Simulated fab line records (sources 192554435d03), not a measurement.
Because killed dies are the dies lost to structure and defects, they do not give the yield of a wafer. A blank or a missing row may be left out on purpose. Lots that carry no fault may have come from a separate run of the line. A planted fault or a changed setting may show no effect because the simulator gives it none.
Lot-split experiment    flow n5-finfet    39 wafers read across 7 lots, on a route 1938 steps long

== ON THE SPLIT ==
At N5_FIN_SAQP_SPACER1_ALD_24 (deposits SiO2, target thk 20.3 nm, pulse time 1 s, purge time 2 s), the setting temp-c was moved away from the recipe's 300 C on 18 of the 39 wafers read, by -3.5% to +4.6%. For the rest of the wafers, this setting stayed at what the recipe calls for.

== THE PATH FROM SPLIT TO READING: the file shows 1 step between them ==
- N5_FIN_SAQP_SPACER1_ETCHBACK_25: etches SiO2 in CHF3/O2, target depth 24.4 nm, time 12.2 s

== THE READING ==
FIN_SAQP.cd-nm (the simulator's own value, which no gauge read), in nm, at N5_FIN_SAQP_MANDREL1_REMOVE_56 (chemistry HBr/Cl2/O2, target a-Si, stops on SiNx, bt time 10 s). No usual value for it is given in the file. Across the 21 wafers here that went through the recipe, the average is 20.3 nm and the standard deviation 0.13 nm.

wafer   tool, chamber at the split  temp-c as run, C  against the recipe  FIN_SAQP.cd-nm, nm  against lot-mates on the recipe
L074.1  ald-sin-03, 3               300               recipe              20.2                -
L074.2  ald-sin-03, 2,1             300               recipe              20.4                -
L074.5  ald-sin-03, 2,1             300               recipe              20.4                -
L074.3  ald-sin-03, 1,0,2           290.5             -3.2%               21                  +0.7
L074.4  ald-sin-03, 1,0,2           290.5             -3.2%               21                  +0.7
L074.6  ald-sin-03, 1,0,2           290.5             -3.2%               21                  +0.7
L076.1  ald-sin-03, 3,1             300               recipe              20.2                -
L076.2  ald-sin-03, 3,1             300               recipe              20.2                -
L076.4  ald-sin-03, 2               300               recipe              20.2                -
L076.3  ald-sin-03, 0,0,1           290.6             -3.1%               20.8                +0.6
L076.5  ald-sin-03, 0,0,1           290.6             -3.1%               20.8                +0.6
L076.6  ald-sin-03, 0,0,1           290.6             -3.1%               20.8                +0.6
L079.1  ald-sin-04, 1,2             300               recipe              20.2                -
L079.5  ald-sin-04, 1,2             300               recipe              20.2                -
L079.4  ald-sin-04, 3               300               recipe              20                  -
L083.1  ald-sin-04, 1,0             292.9             -2.4%               21                  +0.7
L083.2  ald-sin-04, 1,0             292.9             -2.4%               21                  +0.7
L083.3  ald-sin-04, 2,0             300               recipe              20.4                -
L083.5  ald-sin-04, 1               300               recipe              20.4                -
L083.4  ald-sin-04, 3               292.9             -2.4%               20.8                +0.5
L083.6  ald-sin-04, 2,0             300               recipe              20.2                -
L086.1  ald-sin-03, 2               300               recipe              20.2                -
L086.5  ald-sin-03, 1,0             300               recipe              20.2                -
L086.2  ald-sin-03, 1,0             300               recipe              20.4                -
L086.3  ald-sin-03, 0,3             308.7             +2.9%               20                  -0.3
L086.6  ald-sin-03, 0,3             308.7             +2.9%               20                  -0.3
L086.4  ald-sin-03, 3               308.7             +2.9%               19.8                -0.5
L090.1  ald-sin-04, 3,0,1           313.7             +4.6%               20                  -0.3
L090.5  ald-sin-04, 3,0,1           313.7             +4.6%               20                  -0.3
L090.2  ald-sin-04, 3,0,1           313.7             +4.6%               19.8                -0.5
L090.3  ald-sin-04, 2,1,2           300               recipe              20.4                -
L090.6  ald-sin-04, 2,1,2           300               recipe              20.4                -
L090.4  ald-sin-04, 2,1,2           300               recipe              20.2                -
L091.1  ald-sin-03, 1               300               recipe              20.6                -
L091.2  ald-sin-03, 0,2             289.5             -3.5%               21                  +0.6
L091.3  ald-sin-03, 2               300               recipe              20.2                -
L091.4  ald-sin-03, 3               289.5             -3.5%               21.2                +0.8
L091.6  ald-sin-03, 0,2             289.5             -3.5%               21.2                +0.8
L091.5  ald-sin-03, 1               300               recipe              20.4                -
Where a row lists several chambers, the file gives one row for several wafers and doesn't say which wafer went through which chamber.

THE FIT
A straight line over all 39 wafers: FIN_SAQP.cd-nm changes by -0.157 nm for each +1% of temp-c; r = -0.90; the points scatter about the line by 0.18 nm.
The same after taking each lot's own level away (the mean of its wafers on the recipe; 39 wafers): -0.155 nm for each +1%; r = -0.93; scatter 0.14 nm.
The reading moves by 0.71 nm for the largest change in temp-c, on that fit.
The lots' own levels span 20.13 to 20.40 nm, that is 2.0 times the standard deviation above.
The two slopes agree, so the slope changes little with the lot-to-lot level.
Check: with one of the wafers moved furthest among these (+4.6%) left out of the fit, the line predicts -0.669 nm for it against its lot-mates. Against them it came out at -0.333 nm.

== THE WHOLE CHAIN: every reading that the file lists as answering this split, in the file's order ==
step                            what it does                                                       reading                                                                                  change (the file's fit)                r (the file's)
N5_FIN_SAQP_SPACER1_ALD_24      deposits SiO2, target thk 20.3 nm, pulse time 1 s, purge time 2 s  SiO2_of_FIN_SAQP_SPACER1_ALD_24.thk-nm (the simulator's own value, which no gauge read)  -0.165 nm for each +1% of the setting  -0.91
N5_FIN_SAQP_MANDREL1_REMOVE_56  chemistry HBr/Cl2/O2, target a-Si, stops on SiNx, bt time 10 s     FIN_SAQP.cd-nm (the simulator's own value, which no gauge read)                          -0.161 nm for each +1% of the setting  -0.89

== FILE'S OWN FIT ==
FIN_SAQP.cd-nm changes by -0.161 nm for each +1% of temp-c, r = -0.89.
